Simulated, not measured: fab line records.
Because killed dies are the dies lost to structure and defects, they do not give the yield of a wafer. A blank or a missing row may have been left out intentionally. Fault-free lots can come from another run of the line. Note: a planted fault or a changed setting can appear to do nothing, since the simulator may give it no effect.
fab line records	flow n5_finfet
record lots=7	wafers=19	last_day=18
route steps=1938 shown DUMMY_GATE@250 SPACER0@258 SD_EPI_N@262 BEOL_M4@1111 PASSIVATION@1936
lots that met no fault: from a run of the same line without faults
start_h: hours from the record's first day to the start of the lot's first wafer shown	wait_h: hours elapsed since this lot's preceding step	" same as the row above	L1.1+2: a single row standing in for several wafers	- value missing, or start not given	* or withheld: withheld	< > ~ a bound
route shown NAME@n: a module of which the file shows steps, and the number in the route of the first	usual: average and standard deviation across the fault-free wafers	same: alike in all rows	chamber/n: place in a boat	sites: each site's reading	_std_site: their standard deviation	_edge_site: mean of outer sites minus mean of inner sites	radius_mm: for every site, how far away it sits from the centre of the wafer	mask NAME#n: copy n	behind: tool/chamber where the wafer was last shaped	hold: why the lot was held/for how many hours/how that ended	device: the transistor (n, p or np) that didn't switch	end of line: the route-end tests of the same wafers	a step without rows: its recipe alone	killed: dies lost to structure and defects at the first sort, not the wafer's yield	map: per-die view of a wafer (x killed, . not killed, _ where there is no die)
set.NAME: the setting that was run; set.NAME@STEP: the one run at that earlier step	model.NAME: the simulator's own value behind a step, which no gauge read
lots at selected steps of the route; one table per step, one row per wafer
services: when a tool's chamber went out of use (start_h, in hours from the record's first day, below 0 if earlier), for how many hours, and the reason
## steps
# step N5_DUMMY_GATE_ETCH_42
# recipe chemistry=CHF3/O2	target=SiO2	target_depth_a=35	time_s=31	ion_energy_ev=30	bias_w=12	pressure_mtorr=30	source_w=600	Ar_flow_sccm=200	CHF3_flow_sccm=50	O2_flow_sccm=5
# usual drypump_motor_current_A=5.83/0.22	oes_product_au=0.78/0.094	rf_fwd_power_W=595.1/2.1	rf_vpp_V=42.2/1	showerhead_plenum_p_Torr=2.42/0.061	throttle_valve_pct=18.84/0.27
lot.wafer	tool	chamber	start_h	wait_h	drypump_motor_current_A	oes_product_au	rf_fwd_power_W	rf_hours_counter_h	rf_vpp_V	showerhead_plenum_p_Torr	throttle_valve_pct
L244.2	rie_diel-01	2	47.20	0.2	5.62	0.67	592.6	253	42.3	2.37	19.01
L244.3	"	1	"	"	6.23	0.76	596.6	137	41.7	2.52	19.22
L244.5	"	3	"	"	5.55	0.75	594.7	-	41.3	2.42	18.56
L249.1	rie_diel-06	0	76.16	0.0	5.89	0.69	595.1	243	43.1	2.38	19.00
L249.2	"	1	"	"	5.73	0.73	593.5	184	41.5	2.49	18.95
L249.3	"	2	"	"	6.00	0.76	597.8	135	42.0	2.41	18.69
L250.2	rie_diel-06	1	83.13	0.1	5.73	0.72	597.5	186	40.9	2.49	18.96
L250.5	"	0	"	"	5.87	0.69	592.6	-	41.5	2.38	19.00
L251.1	rie_diel-06	1	87.88	0.1	5.73	0.73	597.2	188	42.1	2.49	18.98
L251.6	"	0	"	"	5.85	0.69	596.3	-	42.1	2.38	18.99
L264.1	rie_diel-01	2	167.56	0.1	5.63	0.92	595.9	31	43.5	2.35	18.65
L264.5	"	0	"	"	5.65	0.90	592.9	-	41.4	2.45	18.43
L264.6	"	3	"	"	5.57	0.71	589.7	-	42.9	2.40	18.62
L265.2	rie_diel-01	0	172.76	0.0	5.67	0.90	596.9	39	40.1	2.45	18.44
L265.3	"	1	"	"	6.24	0.73	596.7	176	41.6	2.50	19.29
L265.6	"	0	"	"	5.68	0.90	597.0	-	41.5	2.45	18.46
L266.3	rie_diel-06	2	179.82	0.0	5.96	0.74	595.7	172	42.9	2.40	18.75
L266.5	"	2	"	"	5.99	0.73	595.1	-	42.0	2.40	18.75
L266.6	"	3	"	"	5.90	0.95	595.4	-	42.6	2.36	18.88
# step N5_DUMMY_GATE_STRIP_48
# recipe chemistry=N2/H2	time_s=20	power_w=100	temp_c=40	pressure_mtorr=100	rf_frequency_hz=6e+07	bias_power_w=3	n2_flow_sccm=300	h2_flow_sccm=300
# usual drypump_motor_current_A=5.84/0.22	oes_product_au=0.78/0.096	rf_vpp_V=45.3/0.84	showerhead_plenum_p_Torr=3.40/0.084	throttle_valve_pct=12.3/0.33
lot.wafer	tool	chamber	start_h	wait_h	drypump_motor_current_A	oes_product_au	rf_hours_counter_h	rf_vpp_V	showerhead_plenum_p_Torr	throttle_valve_pct
L244.2	rie_diel-01	2	47.25	0.0	5.64	0.67	253	45.7	3.32	12.6
L244.3	"	1	"	"	6.26	0.78	137	43.9	3.52	12.5
L244.5	"	3	"	"	5.54	0.75	-	45.4	3.37	12.0
L249.1	rie_diel-06	0	76.21	0.0	5.86	0.70	243	46.5	3.33	12.5
L249.2	"	1	"	"	5.75	0.72	184	45.8	3.52	12.5
L249.3	"	2	"	"	6.01	0.76	135	44.4	3.39	12.1
L250.2	rie_diel-06	1	83.18	0.0	5.75	0.71	186	46.3	3.52	12.5
L250.5	"	0	"	"	5.87	0.70	-	44.9	3.33	12.5
L251.1	rie_diel-06	1	87.92	0.0	5.74	0.71	188	46.4	3.52	12.5
L251.6	"	0	"	"	5.88	0.70	-	45.5	3.32	12.5
L264.1	rie_diel-01	2	167.61	0.0	5.63	0.93	31	44.9	3.30	12.0
L264.5	"	0	"	"	5.69	0.91	-	45.8	3.40	11.7
L264.6	"	3	"	"	5.57	0.71	-	44.2	3.35	12.1
L265.2	rie_diel-01	0	172.81	0.0	5.69	0.90	39	46.2	3.40	11.7
L265.3	"	1	"	"	6.22	0.74	176	45.4	3.50	12.6
L265.6	"	0	"	"	5.69	0.91	-	43.5	3.40	11.7
L266.3	rie_diel-06	2	179.86	0.0	6.03	0.73	172	45.2	3.37	12.3
L266.5	"	2	"	"	6.02	0.73	-	46.0	3.37	12.3
L266.6	"	3	"	"	5.88	0.95	-	46.1	3.33	12.2
# step N5_DUMMY_GATE_PRECLEAN_33
# recipe chemistry=dHF	time_s=10	dilution=750:1	temp_c=25
# step N5_DUMMY_GATE_PRECLEAN_25
# recipe chemistry=O3/DIW	time_s=45	temp_c=22	o3_ppm=10
# step N5_DUMMY_GATE_PRECLEAN_51
# recipe chemistry=SC2	time_s=45	temp_c=35	mix=1:1:50
# step N5_DUMMY_GATE_SRD_26
# recipe dry=ipa_marangoni	time_s=30	temp_c=23	rinse_liquid=diw
# step N5_DUMMY_GATE_UV_OZONE_45
# recipe time_s=120	pressure_torr=760	temp_c=25
# step N5_DUMMY_GATE_INSPECT_27
# recipe inspect_instrument=brightfield	mode=aei
# usual raw_defect_count=318/76
lot.wafer	tool	chamber	start_h	wait_h	raw_defect_count
L244.2	defect_inspect-01	-	47.44	0.0	259
L244.3	"	-	"	"	271
L244.5	"	-	"	"	205
L249.1	defect_inspect-01	-	76.39	0.0	439
L249.2	"	-	"	"	343
L249.3	"	-	"	"	313
L250.2	defect_inspect-02	-	83.37	0.0	315
L250.5	"	-	"	"	344
L251.1	defect_inspect-01	-	88.11	0.0	273
L251.6	"	-	"	"	183
L264.1	defect_inspect-01	-	167.80	0.0	357
L264.5	"	-	"	"	347
L264.6	"	-	"	"	397
L265.2	defect_inspect-01	-	173.00	0.0	422
L265.3	"	-	"	"	280
L265.6	"	-	"	"	339
L266.3	defect_inspect-02	-	180.05	0.0	441
L266.5	"	-	"	"	466
L266.6	"	-	"	"	475
# step N5_SPACER0_ALD_07
# recipe material=SiNx	target_thk_a=20	temp_c=400	ald_precursor_family=SiH2I2	ald_co_reactant=N2/H2-plasma	pressure_torr=2
# usual heater_power_w=859/56
lot.wafer	tool	chamber	start_h	wait_h	heater_power_w	since_wet_clean_h
L244.2	ald_sin-01	0	47.68	0.2	759	237
L244.3	"	1	"	"	866	237
L244.5	"	1	"	"	882	-
L249.1	ald_sin-03	1	76.43	0.0	879	357
L249.2	"	3	"	"	811	357
L249.3	"	0	"	"	908	357
L250.2	ald_sin-02	1	83.41	0.0	891	180
L250.5	"	0	"	"	766	-
L251.1	ald_sin-02	1	88.70	0.6	903	186
L251.6	"	1	"	"	936	-
L264.1	ald_sin-02	2	167.83	0.0	818	265
L264.5	"	1	"	"	911	-
L264.6	"	2	"	"	846	-
L265.2	ald_sin-01	1	173.36	0.4	856	363
L265.3	"	2	"	"	807	363
L265.6	"	0	"	"	776	-
L266.3	ald_sin-03	3	180.17	0.1	886	81
L266.5	"	2	"	"	912	-
L266.6	"	1	"	"	880	-
# step N5_SPACER0_ALD_00
# recipe material=SiOCN	target_thk_a=35	temp_c=400	ald_precursor_family=alkyl-aminosilane	ald_co_reactant=O2/N2-plasma	pulse_time_s=3	purge_time_s=2	co_reactant_purge_time_s=2	ald_cycles=58	pressure_torr=2
# usual heater_power_w=859/56	precursor_pulse_height_rel=1.001/0.021
lot.wafer	tool	chamber	start_h	wait_h	heater_power_w	precursor_pulse_height_rel	since_wet_clean_h
L244.2	ald_sin-01	0	47.83	0.1	780	1.017	237
L244.3	"	1	"	"	871	0.975	237
L244.5	"	1	"	"	881	1.019	-
L249.1	ald_sin-03	1	76.58	0.1	856	0.984	357
L249.2	"	3	"	"	823	0.999	357
L249.3	"	0	"	"	907	1.028	357
L250.2	ald_sin-02	1	83.56	0.1	917	1.027	180
L250.5	"	0	"	"	769	0.993	-
L251.1	ald_sin-02	1	88.85	0.1	911	1.005	186
L251.6	"	1	"	"	908	0.973	-
L264.1	ald_sin-02	2	167.99	0.1	829	1.006	265
L264.5	"	1	"	"	934	0.988	-
L264.6	"	2	"	"	825	1.007	-
L265.2	ald_sin-01	1	173.51	0.1	882	1.020	363
L265.3	"	2	"	"	811	0.985	363
L265.6	"	0	"	"	774	0.975	-
L266.3	ald_sin-03	3	180.32	0.1	900	0.994	81
L266.5	"	2	"	"	936	1.013	-
L266.6	"	1	"	"	863	1.008	-
# step N5_SPACER0_ALD_08
# recipe material=SiNx	target_thk_a=20	temp_c=400	ald_precursor_family=SiH2I2	ald_co_reactant=N2/H2-plasma	pressure_torr=2
# usual heater_power_w=861/55
lot.wafer	tool	chamber	start_h	wait_h	heater_power_w	since_wet_clean_h
L244.2	ald_sin-01	0	48.09	0.1	771	237
L244.3	"	1	"	"	854	237
L244.5	"	1	"	"	836	-
L249.1	ald_sin-03	1	76.84	0.1	845	357
L249.2	"	3	"	"	834	357
L249.3	"	0	"	"	952	357
L250.2	ald_sin-02	1	83.82	0.1	898	181
L250.5	"	0	"	"	775	-
L251.1	ald_sin-02	1	89.11	0.1	919	186
L251.6	"	1	"	"	905	-
L264.1	ald_sin-02	2	168.24	0.1	846	265
L264.5	"	1	"	"	915	-
L264.6	"	2	"	"	848	-
L265.2	ald_sin-01	1	173.77	0.1	858	363
L265.3	"	2	"	"	799	363
L265.6	"	0	"	"	783	-
L266.3	ald_sin-03	3	180.58	0.1	883	81
L266.5	"	2	"	"	935	-
L266.6	"	1	"	"	860	-
# step N5_SPACER0_INSPECT_04
# recipe inspect_instrument=darkfield	mode=post_dep
# usual raw_defect_count=149/34
lot.wafer	tool	chamber	start_h	wait_h	raw_defect_count
L244.2	defect_inspect-02	-	48.25	0.1	139
L244.3	"	-	"	"	170
L244.5	"	-	"	"	127
L249.1	defect_inspect-02	-	77.00	0.1	203
L249.2	"	-	"	"	212
L249.3	"	-	"	"	144
L250.2	defect_inspect-01	-	83.97	0.1	139
L250.5	"	-	"	"	162
L251.1	defect_inspect-01	-	89.27	0.1	132
L251.6	"	-	"	"	88
L264.1	defect_inspect-02	-	168.40	0.1	173
L264.5	"	-	"	"	220
L264.6	"	-	"	"	200
L265.2	defect_inspect-01	-	173.93	0.1	184
L265.3	"	-	"	"	198
L265.6	"	-	"	"	164
L266.3	defect_inspect-02	-	180.74	0.1	198
L266.5	"	-	"	"	185
L266.6	"	-	"	"	207
# step N5_SD_EPI_N_COAT_32
# recipe resist=SOC	temp_c=250	time_s=60	spin_rpm=1500	resist_thk_nm=350
# usual heater_power_total_W=500.7/1.7	run_length_s=66.12/0.2
lot.wafer	tool	chamber	start_h	wait_h	heater_power_total_W	run_length_s
L244.2	litho_track-03	0	48.28	0.0	501.8	65.96
L244.3	"	0	"	"	499.5	65.89
L244.5	"	0	"	"	500.3	65.85
L249.1	litho_track-01	0	77.03	0.0	525.5	61.47
L249.2	"	0	"	"	527.6	61.38
L249.3	"	0	"	"	500.3	66.34
L250.2	litho_track-01	0	84.01	0.0	523.8	61.31
L250.5	"	0	"	"	502.2	66.56
L251.1	litho_track-01	0	89.30	0.0	526.4	61.26
L251.6	"	0	"	"	501.0	66.08
L264.1	litho_track-01	0	168.43	0.0	503.0	66.45
L264.5	"	0	"	"	502.5	66.12
L264.6	"	0	"	"	501.7	66.29
L265.2	litho_track-01	0	173.97	0.0	502.1	66.45
L265.3	"	0	"	"	498.7	66.13
L265.6	"	0	"	"	502.1	66.11
L266.3	litho_track-01	0	180.77	0.0	499.8	66.15
L266.5	"	0	"	"	503.0	66.22
L266.6	"	0	"	"	503.3	66.33
# step N5_SD_EPI_N_COAT_33
# recipe resist=SiARC	temp_c=220	time_s=60	spin_rpm=1500	resist_thk_nm=35
# step N5_BEOL_M4_RC_MEAS_101
# usual DIBL_N=35.3/1.8	DIBL_P=35.2/2.2	IOFF_N=0.144/0.029	IOFF_P=0.19/0.031	ION_N=670/12	ION_P=460/7.6	SS_N=71.2/0.62	SS_P=73.0/0.69	VT_N=251/3.4	VT_P=-251.4/2.6
lot.wafer	tool	chamber	start_h	wait_h	DIBL_N[mV/V]	DIBL_P[mV/V]	IOFF_N[nA/um]	IOFF_P[nA/um]	ION_N[uA/um]	ION_P[uA/um]	SS_N[mV/dec]	SS_P[mV/dec]	VT_N[mV]	VT_P[mV]
L244.2	prober-01	0	171.89	0.2	37.8	37.2	0.162	0.23	676	466	71.4	73.9	250	-251.8
L244.3	"	0	"	"	40.0	38.1	0.197	0.24	681	465	72.3	74.1	250	-249.9
L244.5	"	0	"	"	36.7	35.9	0.145	0.21	668	467	71.4	73.1	253	-250.3
L249.1	prober-01	0	214.03	0.0	34.6	35.4	0.143	0.19	664	455	70.4	72.6	252	-249.9
L249.2	"	0	"	"	37.3	38.8	0.181	0.25	678	465	71.9	72.6	249	-248.0
L249.3	"	0	"	"	34.9	34.8	0.143	0.20	668	463	71.0	72.6	253	-249.2
L250.2	prober-01	0	236.93	0.2	34.8	34.8	0.139	0.17	663	445	71.6	73.3	253	-254.3
L250.5	"	0	"	"	30.4	29.9	0.084	0.13	640	449	70.5	71.4	259	-255.8
L251.1	prober-02	0	237.24	0.0	32.6	32.2	0.105	0.16	652	460	69.8	72.3	251	-251.4
L251.6	"	0	"	"	34.3	34.3	0.132	0.18	679	472	71.6	72.6	249	-250.0
L264.1	prober-02	0	309.38	0.0	35.1	34.4	0.150	0.20	682	476	70.9	73.4	249	-249.4
L264.5	"	0	"	"	34.9	34.5	0.154	0.21	688	472	71.8	73.3	249	-246.2
L264.6	"	0	"	"	34.6	34.3	0.156	0.20	691	471	71.3	73.4	249	-252.0
L265.2	prober-02	0	318.53	0.2	36.2	37.5	0.168	0.24	690	472	72.1	73.1	248	-248.1
L265.3	"	0	"	"	33.3	32.0	0.107	0.15	662	458	70.2	72.6	253	-252.7
L265.6	"	0	"	"	37.0	36.8	0.158	0.22	681	470	71.0	73.4	248	-248.6
L266.3	prober-01	0	324.62	0.3	37.0	36.2	0.164	0.20	662	454	71.0	72.8	251	-248.7
L266.5	"	0	"	"	34.9	34.8	0.121	0.19	650	453	71.0	72.2	255	-249.4
L266.6	"	0	"	"	37.3	37.1	0.172	0.22	663	456	71.1	73.3	250	-248.1
# step N5_PASSIVATION_PROBE_49
# usual defect_limited_yield=91.0/1.4	killed_at_M0_to_M3=36/10	killed_at_M4_up=15/5	killed_at_contacts=12/6.1	killed_at_front_end=40/13	killed_at_other=3.8/2.9	killed_dies=106/16	killed_open=68/12	killed_short=35/8.2	sort_bin_5_function=5.2/0.9	sort_bin_6_memory=3.4/0.71	sort_bin_8_speed=0.0/0.46	sort_n_pass=1073/17	sort_yield_pct=91.0/1.5
# same gross_dies=1180	killed_at_back_side=0	sort_bin_4_leakage[%]=0
lot.wafer	tool	chamber	start_h	wait_h	defect_limited_yield[%]	killed_at_M0_to_M3	killed_at_M4_up	killed_at_contacts	killed_at_front_end	killed_at_other	killed_dies	killed_open	killed_short	sort_bin_5_function[%]	sort_bin_6_memory[%]	sort_bin_8_speed[%]	sort_n_pass	sort_yield_pct[%]
L244.2	prober-01	-	282.30	0.1	92.1	31	18	11	27	6	93	53	37	4.8	2.5	0	1087	92.1
L244.3	prober-01	-	282.35	0.1	90.8	34	16	21	34	3	108	73	33	5.0	3.8	0	1072	90.8
L244.5	prober-01	-	282.45	0.2	91.8	23	9	29	28	8	97	66	28	4.9	3.0	0	1083	91.8
L249.1	prober-02	-	336.31	0.0	91.5	35	6	13	44	2	100	61	35	5.4	2.7	0	1080	91.5
L249.2	prober-02	-	336.36	0.1	90.8	43	13	18	29	5	108	70	37	5.8	3.2	0	1072	90.8
L249.3	prober-02	-	336.41	0.1	89.6	51	11	15	38	8	123	82	40	6.3	3.8	0	1057	89.6
L251.1	prober-02	-	363.06	0.0	89.7	42	20	18	41	1	122	83	39	5.8	4.2	0	1058	89.7
L251.6	prober-02	-	363.31	0.3	90.3	45	23	13	32	2	115	68	46	5.3	4.0	0	1065	90.3
L264.1	prober-02	-	422.31	0.0	91.9	32	8	8	46	1	95	52	35	4.2	2.8	0	1085	91.9
L264.5	prober-02	-	422.51	0.2	90.6	36	14	15	44	2	111	74	35	5.2	3.9	0	1069	90.6
L264.6	prober-02	-	422.56	0.3	89.4	39	17	17	51	1	125	82	38	5.4	4.3	0	1055	89.4
L265.2	prober-01	-	432.75	0.1	90.3	32	19	7	46	10	114	74	40	5.9	3.5	0	1066	90.3
L265.3	prober-01	-	432.80	0.1	91.5	34	15	9	40	2	100	52	44	4.6	3.6	0	1080	91.5
L265.6	prober-01	-	432.95	0.3	88.8	15	19	14	81	3	132	87	42	6.4	4.6	0	1048	88.8
L266.3	prober-01	-	442.52	0.1	92.1	15	19	15	34	10	93	63	23	4.7	3.1	0	1087	92.1
L266.5	prober-01	-	442.62	0.2	91.9	31	15	9	33	8	96	61	32	5.2	2.5	0	1084	91.9
L266.6	prober-01	-	442.67	0.3	89.8	42	20	20	35	3	120	83	31	4.9	5.0	0	1060	89.8
# killed by level:class
L244.2 STI_FIN_REVEAL:geometric_particle:open=8 MOL_CONTACT_COAG:geometric_particle:open=7 BEOL_M0_SAQP:geometric_particle:short=6 BEOL_M5:geometric_particle:open=6 BEOL_M0_SAQP:geometric_particle:open=5 BEOL_M0:geometric_particle:open=5 BEOL_M1:geometric_particle:short=5 BEOL_M1:geometric_particle:open=5
L244.3 MOL_CONTACT_COAG:geometric_particle:open=16 STI_FIN_REVEAL:geometric_particle:open=9 BEOL_M4:geometric_particle:open=9 BEOL_M1:geometric_particle:open=8 BEOL_M2:geometric_particle:open=8 BEOL_M0_SAQP:geometric_particle:short=7 BEOL_M0_SAQP:geometric_particle:open=6 FIN_SAQP:geometric_particle:short=5
L244.5 MOL_CONTACT_COAG:geometric_particle:open=22 STI_FIN_REVEAL:geometric_particle:open=7 MOL_CONTACT_COAG:geometric_particle:short=7 BEOL_M0_SAQP:geometric_particle:open=7 ILD0:geometric_particle:open=4 BEOL_M0_SAQP:geometric_particle:short=4 PASS1_CAP:geometric_particle:open=4 STARTING-WAFER:geometric_particle:open=4
L249.1 FIN_SAQP:geometric_particle:open=19 BEOL_M0_SAQP:geometric_particle:short=12 MOL_CONTACT_COAG:geometric_particle:open=11 BEOL_M0_SAQP:geometric_particle:open=10 FIN_SAQP:geometric_particle:short=8 STARTING-WAFER:geometric_particle:open=5 BEOL_M3:geometric_particle:open=4 BEOL_M2:geometric_particle:short=3
L249.2 MOL_CONTACT_COAG:geometric_particle:open=17 BEOL_M0_SAQP:geometric_particle:short=15 BEOL_M0_SAQP:geometric_particle:open=9 FIN_SAQP:geometric_particle:open=8 BEOL_M2:geometric_particle:open=6 FIN_SAQP:geometric_particle:short=4 STI_FIN_REVEAL:geometric_particle:open=4 BEOL_M2:geometric_particle:short=4
L249.3 STI_FIN_REVEAL:geometric_particle:open=11 MOL_CONTACT_COAG:geometric_particle:open=10 BEOL_M3:geometric_particle:open=10 BEOL_M0_SAQP:geometric_particle:open=9 BEOL_M2:geometric_particle:short=9 FIN_SAQP:geometric_particle:open=7 BEOL_M2:geometric_particle:open=7 BEOL_M0_SAQP:geometric_particle:short=6
L251.1 STI_FIN_REVEAL:geometric_particle:open=14 MOL_CONTACT_COAG:geometric_particle:open=13 BEOL_M0_SAQP:geometric_particle:open=11 BEOL_M0_SAQP:geometric_particle:short=9 BEOL_M2:geometric_particle:open=9 BEOL_M4:geometric_particle:open=9 BEOL_M3:geometric_particle:open=7 STI_FIN_REVEAL:geometric_particle:short=6
L251.6 BEOL_M0_SAQP:geometric_particle:open=13 BEOL_M0_SAQP:geometric_particle:short=11 BEOL_M4:geometric_particle:open=11 MOL_CONTACT_COAG:geometric_particle:open=10 BEOL_M3:geometric_particle:open=10 FIN_SAQP:geometric_particle:short=8 STI_FIN_REVEAL:geometric_particle:open=5 BEOL_M5:geometric_particle:short=4
L264.1 DUMMY_GATE:geometric_particle:short=7 DUMMY_GATE:geometric_particle:open=7 MOL_CONTACT_COAG:geometric_particle:open=7 BEOL_M0_SAQP:geometric_particle:short=7 HKMG_FIN:area_etch=6 BEOL_M0_SAQP:geometric_particle:open=5 BEOL_M4:geometric_particle:open=4 STARTING-WAFER:geometric_particle:open=4
L264.5 STI_FIN_REVEAL:geometric_particle:open=15 BEOL_M0_SAQP:geometric_particle:open=11 MOL_CONTACT_COAG:geometric_particle:open=9 FIN_SAQP:geometric_particle:open=7 BEOL_M1:geometric_particle:open=7 STI_FIN_REVEAL:geometric_particle:short=6 GATE_CUT:geometric_particle:short=6 MOL_CONTACT_COAG:geometric_particle:short=6
L264.6 FIN_SAQP:geometric_particle:open=24 MOL_CONTACT_COAG:geometric_particle:open=14 FIN_SAQP:geometric_particle:short=9 BEOL_M3:geometric_particle:open=8 BEOL_M2:geometric_particle:open=8 BEOL_M4:geometric_particle:open=8 BEOL_M0_SAQP:geometric_particle:short=7 STARTING-WAFER:geometric_particle:short=5
L265.2 BEOL_M4:geometric_particle:open=15 STI_FIN_REVEAL:geometric_particle:open=14 BEOL_M0_SAQP:geometric_particle:short=11 FIN_SAQP:geometric_particle:short=10 BEOL_M0_SAQP:geometric_particle:open=7 BEOL_M2:geometric_particle:open=7 MOL_CONTACT_COAG:geometric_particle:open=6 FIN_SAQP:geometric_particle:open=5
L265.3 BEOL_M0_SAQP:geometric_particle:short=14 BEOL_M0_SAQP:geometric_particle:open=9 FIN_SAQP:geometric_particle:short=8 STI_FIN_REVEAL:geometric_particle:open=7 MOL_CONTACT_COAG:geometric_particle:open=7 STI_FIN_REVEAL:geometric_particle:short=5 BEOL_M2:geometric_particle:open=5 FIN_SAQP:geometric_particle:open=4
L265.6 STI_FIN_REVEAL:geometric_particle:open=25 FIN_SAQP:geometric_particle:short=15 FIN_SAQP:geometric_particle:open=14 MOL_CONTACT_COAG:geometric_particle:open=12 BEOL_M4:geometric_particle:open=10 BEOL_M2:geometric_particle:open=7 STI_FIN_REVEAL:geometric_particle:short=6 GATE_CUT:geometric_particle:short=4
L266.3 BEOL_M4:geometric_particle:open=15 MOL_CONTACT_COAG:geometric_particle:open=12 FIN_SAQP:geometric_particle:open=11 STI_FIN_REVEAL:geometric_particle:open=6 FIN_SAQP:geometric_particle:short=5 MOL_CONTACT_COAG:geometric_particle:short=3 BEOL_M3:geometric_particle:open=3 BEOL_M0_SAQP:geometric_particle:open=3
L266.5 BEOL_M4:geometric_particle:open=9 BEOL_M2:geometric_particle:open=7 PASS1_DEP:geometric_particle:open=6 BEOL_M3:geometric_particle:open=6 FIN_SAQP:geometric_particle:open=5 FIN_SAQP:geometric_particle:short=5 ILD0:geometric_particle:short=5 MOL_CONTACT_COAG:geometric_particle:open=5
L266.6 MOL_CONTACT_COAG:geometric_particle:open=18 BEOL_M0_SAQP:geometric_particle:open=12 BEOL_M4:geometric_particle:open=11 BEOL_M0_SAQP:geometric_particle:short=10 FIN_SAQP:geometric_particle:open=7 BEOL_M3:geometric_particle:open=7 DUMMY_GATE:geometric_particle:open=5 BEOL_M4:geometric_particle:short=5
## services
tool	chamber	start_h	hours	kind
ald_sin-03	2	36.17	30.6	repair
rie_diel-06	-	45.53	2.8	pm
ald_sin-03	-	46.93	2.8	pm
ald_sin-01	1	53.47	5.8	repair
ald_sin-02	1	65.88	6.1	repair
rie_diel-06	0	73.05	1.6	repair
ald_sin-01	0	78.08	1.3	repair
rie_diel-01	1	80.56	2.8	repair
ald_sin-03	-	85.25	14.0	pm
rie_diel-06	3	89.40	2.9	repair
rie_diel-06	0	95.54	-	clean
rie_diel-06	0	95.54	-	consumable_replace:focus_ring
rie_diel-06	0	95.54	18.5	scheduled_down
rie_diel-06	0	95.54	18.5	vent_cycle
rie_diel-01	1	108.62	3.8	repair
rie_diel-06	1	109.79	12.2	repair
ald_sin-03	-	110.50	6.0	pm
ald_sin-03	0	123.41	7.3	repair
rie_diel-06	3	143.08	-	clean
rie_diel-06	3	143.08	-	consumable_replace:focus_ring
ald_sin-03	-	170.87	0.7	repair
rie_diel-01	2	175.04	8.4	repair
ald_sin-02	2	176.34	5.4	repair
ald_sin-01	-	176.88	14.0	pm
## key
first_sign step=N5_SD_EPI_N_COAT_32	reading=run_length_s	direction=down	sigmas=23	usual=*	struck=*
effect step=N5_SD_EPI_N_COAT_32	reading=heater_power_total_W	direction=up	sigmas=14	usual=*	struck=*
met_at N5_SD_EPI_N_COAT_32
struck_wafers L249.1,L249.2,L250.2,L251.1
fault kind=process_parameter_drift	tool=litho_track-01	chamber=-	onset_h=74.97	steps=N5_SD_EPI_N_COAT_32	channel=time_s	offset=*	shape=step	end_h=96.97	scope=struck_wafers_only	acts_in=*	stated=*
